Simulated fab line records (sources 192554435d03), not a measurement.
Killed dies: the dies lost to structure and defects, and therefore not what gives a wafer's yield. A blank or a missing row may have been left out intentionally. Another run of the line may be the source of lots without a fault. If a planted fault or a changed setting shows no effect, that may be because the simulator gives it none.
Struck lot and sound lot, side by side    flow n5-finfet    38 out of 1938 route steps
Sound: these wafers, L498.1, L498.5, L498.6. Struck: wafers L503.2, L503.3. The cause is given at the end.
Each step with rows lists, per side, the tool, then ch with its chambers, then its first start. Under that, the readings that differ: sound wafers    struck wafers    difference of the means    sigmas: that difference in standard deviations of wafers without a fault.
alike: readings whose means differ by less than 2 such deviations, and words and numbers that are the same on both sides. not compared: withheld readings, readings that some wafer has no value for, bounds like >300 that may hide the same value, and numbers for which the record gives no deviation and whose values overlap.
The two part at a step that has a row with sigmas, a row that says differs or no value, or rows on one side only. Non-overlapping numbers with no deviation appear without sigmas and do not part them. A reading that every wafer of one side lacks parts them only if that side has two wafers or more.

first, 9 steps without rows for these wafers: N5_BEOL_M4_ANNEAL_95 (time 240 s); N5_BEOL_M4_SPUTTER_96 (material Cu, target thk 4.5 nm, time 8.29 s); N5_BEOL_M4_ECD_50 (material Cu, target thk 300 nm); N5_BEOL_M4_ANNEAL_51 (time 90 s); N5_BEOL_M4_CMP_52 (polishes, stops on SiOC, t overpolish 6.8 s, target thk 40 nm); N5_BEOL_M4_PRE_CLEAN_60 (time 15 s); N5_BEOL_M4_CO_CAP_55 (material Co, precursor CCTBA/H2, target thk 2 nm, time 102.1 s); N5_BEOL_M4_PRE_CLEAN_56 (time 15 s); N5_BEOL_M4_DEP_57 (deposits SiCN from 3MS/NH3, target thk 8 nm, time 14 s).
N5_BEOL_M4_RC_MEAS_101:
  sound on prober-01 ch 0, day 9 10:08; struck on prober-01 ch 0, day 10 09:25
reading        sound        struck   difference  sigmas
ION_N (uA/um)  701 704 672  660 674  -25         -2
ION_P (uA/um)  478 477 461  450 455  -20         -2
VT_N (mV)      244 241 248  252 250  +7          +2
  alike: DIBL_N, DIBL_P, IOFF_N, IOFF_P, SS_N, SS_P, VT_P
then, 24 steps without rows for these wafers: N5_BEOL_M5_ILD_DEP_00 (deposits SiCOH lowk from DEMS/porogen, target thk 140.64 nm, time 25.9 s); N5_BEOL_M5_CURE_79 (cures SiCOH lowk, time 240 s); N5_BEOL_M5_PECVD_70 (deposits SiO2 from TEOS/O2, target thk 16 nm, time 18 s); N5_BEOL_M5_HM_DEP_02 (deposits TiN, target thk 20 nm); N5_BEOL_M5_COAT_59 (time 60 s, resist thk 60 nm); N5_BEOL_M5_COAT_60 (time 60 s, resist thk 12 nm); N5_BEOL_M5_COAT_71 (time 60 s, resist thk 5 nm); N5_BEOL_M5_COAT_05 (resist thk 30 nm); N5_BEOL_M5_EBR_07; N5_BEOL_M5_SOFTBAKE_06 (time 60 s); N5_BEOL_M5_EXPOSE_08 (exposes mask M5, target cd 28 nm); N5_BEOL_M5_PEB_09 (peb time 60 s); N5_BEOL_M5_DEVELOP_10 (develop time 30 s); N5_BEOL_M5_DESCUM_16 (chemistry O2, time 7 s); N5_BEOL_M5_ETCH_72 (etches underlayer in N2/H2, target depth 6.5 nm, time 5.2 s); N5_BEOL_M5_ETCH_61 (etches SiARC in CF4, target depth 15.6 nm, time 26 s); N5_BEOL_M5_ETCH_62 (etches SOC in N2/H2, target depth 75 nm, overetch 15 nm, time 112.5 s); N5_BEOL_M5_STRIP_63 (strips in N2/H2); N5_BEOL_M5_STRIP_73 (strips in N2/H2); N5_BEOL_M5_STRIP_64 (strips in CF4); N5_BEOL_M5_HM_OPEN_17 (chemistry Cl2/BCl3, target TiN, target depth 20 nm, overetch 6 nm); N5_BEOL_M5_STRIP_19 (strips in O2); N5_BEOL_M5_COAT_65 (time 60 s, resist thk 60 nm); N5_BEOL_M5_COAT_66 (time 60 s, resist thk 12 nm).
N5_BEOL_M9_ALD_74: deposits TaN, target thk 2 nm, pulse time 2 s, purge time 3 s.
  sound on ald-metal-03 ch 0,2,3, day 11 03:37; struck on ald-metal-03 ch 0,3, day 12 06:30
reading                                  sound     struck   difference  sigmas
ald-cycles                               40 40 40  17 17    -23         
model.TaN_of_BEOL_M9_ALD_74.thk-nm (nm)  2 2 2     0.8 0.8  -1.2        
  alike: heater-power-w
N5_BEOL_M9_CMP_52: polishes, stops on SiCOH lowk, t overpolish 7 s, target thk 140 nm.
  sound on cmp-04 ch 0,1,3, day 11 05:40; struck on cmp-01 ch 2,3, day 12 09:16
reading                       sound           struck     difference  sigmas
barrier-field-endpoint-s (s)  28.3 28.9 29.1  27.7 27.1  -1.4        -2
  alike: clearing-platen-rpm, motor-current-A
N5_BEOL_M15_RC_MEAS_101:
  sound on prober-01 ch 0, day 13 02:57; struck on prober-01 ch 0, day 14 07:03
reading                 sound                    struck             difference  sigmas
COMB_M9 (S/m)           1.3e-11 1.1e-11 1.9e-11  2.18e-10 2.46e-10  +2.18e-10   +70
COMB_M9_max_site (S/m)  2.2e-11 1.3e-11 3.2e-11  3.92e-10 3.83e-10  +3.65e-10   +79
SERP_M5 (ohm/um)        37.3 36.0 38.1           40.3 42.6          +4.3        +3
SERP_M7 (ohm/um)        13.1 13.1 12.9           14.8 13.5          +1.1        +2
SERP_M9 (ohm/um)        3.01 2.99 3.10           2.88 2.76          -0.21       -2
  alike: COMB_M10, COMB_M11, COMB_M12, COMB_M13, COMB_M14, COMB_M15, COMB_M5, COMB_M6, COMB_M7, COMB_M8, SERP_M10, SERP_M11, SERP_M12, SERP_M13, SERP_M14, SERP_M6, SERP_M8, SERP_M8_max_site
N5_PASSIVATION_PROBE_49:
  only the struck wafers here have rows in the record (prober-02, day 14 19:41); the sound ones have none

WHERE THEY PART
First at N5_BEOL_M4_RC_MEAS_101; last, within this record, at N5_PASSIVATION_PROBE_49.

WHY: whatever the simulator had introduced
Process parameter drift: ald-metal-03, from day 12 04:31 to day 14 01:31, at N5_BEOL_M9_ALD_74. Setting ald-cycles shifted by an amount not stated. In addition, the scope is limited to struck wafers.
